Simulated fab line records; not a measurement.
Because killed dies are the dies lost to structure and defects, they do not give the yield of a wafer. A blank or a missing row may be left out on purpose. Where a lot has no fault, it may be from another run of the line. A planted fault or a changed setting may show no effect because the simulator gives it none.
Lot-split experiment    flow n5Finfet    21 wafers read from 7 lots, route of 1938 steps

## THE SPLIT
At N5_BEOL_M11_PECVD_70 (deposits SiO2 from TEOS/O2, target thk 20 nm, time 22.7 s), the setting tempC was moved away from the recipe's 400 C on 8 of the 21 wafers read, by -4.3% to +3.1%. All remaining wafers had this setting at the recipe value.

## FROM THE SPLIT TO THE READING: what the file shows between them, 3 steps
- N5_BEOL_M11_TRENCH_ETCH_37: etches SiCOH lowk in C4F6/O2, target depth 148.83 nm, time 48 s (also split here: sourceW)
- N5_BEOL_M11_ETCH_41: etches SiCN in CH3F/O2, target depth 42.6 nm, time 86 s
- N5_BEOL_M11_STRIP_77: strips in N2/H2, time 10 s

## THE READING
SiO2_of_BEOL_M11_PECVD_70.thkNm (the simulator's own value, which no gauge read), in nm, at N5_BEOL_M11_HM_STRIP_39 (strips TiN in peroxide tin strip, target depth 25 nm, time 158 s). The file gives no usual value for it. Average 19.6 nm, standard deviation 0.28 nm, over the 13 wafers here run with the recipe.

wafer   tool, chamber at the split  tempC as run, C  against the recipe  SiO2_of_BEOL_M11_PECVD_70.thkNm, nm  against lot-mates on the recipe
L074.1  pecvd-01, 2                 400              recipe              19.8                                 -
L074.5  pecvd-01, 0,2               400              recipe              20                                   -
L074.6  pecvd-01, 0,2               400              recipe              20                                   -
L083.3  pecvd-03, 0                 400              recipe              19.4                                 -
L083.4  pecvd-03, 0                 400              recipe              19.8                                 -
L083.5  pecvd-03, 1                 400              recipe              19.6                                 -
L090.2  pecvd-03, 1                 400              recipe              19.2                                 -
L090.3  pecvd-03, 0                 384.7            -3.8%               21.2                                 +2.0
L090.6  pecvd-03, 0                 384.7            -3.8%               21.6                                 +2.4
L094.1  pecvd-01, 2,0               400              recipe              19.6                                 -
L094.3  pecvd-01, 0                 400              recipe              19.2                                 -
L094.4  pecvd-01, 2,0               400              recipe              19.8                                 -
L095.1  pecvd-02, 0,2               400              recipe              19.4                                 -
L095.3  pecvd-02, 0,2               400              recipe              19.4                                 -
L095.5  pecvd-02, 0                 382.7            -4.3%               21.8                                 +2.4
L097.1  pecvd-01, 0,1               412.3            +3.1%               18                                   no lot-mate on the recipe
L097.3  pecvd-01, 0,1               412.3            +3.1%               18                                   no lot-mate on the recipe
L097.5  pecvd-01, 1                 412.3            +3.1%               18.2                                 no lot-mate on the recipe
L096.1  pecvd-02, 2                 400              recipe              19.2                                 -
L096.2  pecvd-02, 1                 393              -1.7%               20.2                                 +1.0
L096.6  pecvd-02, 0                 393              -1.7%               20.4                                 +1.2
If several chambers appear in one row, that row covers several wafers at once and the file leaves open which wafer was in which chamber.

FIT RESULTS
A straight line over all 21 wafers: SiO2_of_BEOL_M11_PECVD_70.thkNm changes by -0.487 nm for each +1% of tempC; r = -0.97; the points scatter about the line by 0.25 nm.
The same after taking each lot's own level away (the mean of its wafers on the recipe; 18 wafers): -0.572 nm for each +1%; r = -0.98; scatter 0.16 nm.
The reading moves by 2.5 nm for the largest change in tempC, on that fit.
Measured against the standard deviation above, the lots' own levels, which go from 19.20 to 19.93 nm, span 2.6 times it.
Thus the slope moves with the lot-to-lot level: the two fits are different.
Check: +2.53 nm against its lot-mates is what the line predicts for one of the wafers moved furthest among these (-4.3%) when that wafer is left out of the fit. Against them it came out at +2.4 nm.

## THE OTHER SPLITS THESE WAFERS WENT THROUGH
These wafers also went through other splits before the reading. Each is held against what the fit with the lots' levels taken away leaves over:
other split on the same wafers      wafers away from the commonest value  r with SiO2_of_BEOL_M11_PECVD_70.thkNm (lot level and that fit taken away)
N5_BEOL_M9_DESCUM_16 timeS          5                                     -0.08
N5_BEOL_M11_TRENCH_ETCH_37 sourceW  3                                     -0.05

## THE WHOLE CHAIN: every reading that the file lists as answering this split, in the file's order
step                     what it does                                                      reading                                                                           change (the file's fit)                r (the file's)
N5_BEOL_M11_PECVD_70     deposits SiO2 from TEOS/O2, target thk 20 nm, time 22.7 s         SiO2_of_BEOL_M11_PECVD_70.thkNm (the simulator's own value, which no gauge read)  -0.59 nm for each +1% of the setting   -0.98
N5_BEOL_M11_HM_STRIP_39  strips TiN in peroxide tin strip, target depth 25 nm, time 158 s  SiO2_of_BEOL_M11_PECVD_70.thkNm (the simulator's own value, which no gauge read)  -0.569 nm for each +1% of the setting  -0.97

## FILE'S OWN FIT
SiO2_of_BEOL_M11_PECVD_70.thkNm changes by -0.569 nm for each +1% of tempC, r = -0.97.
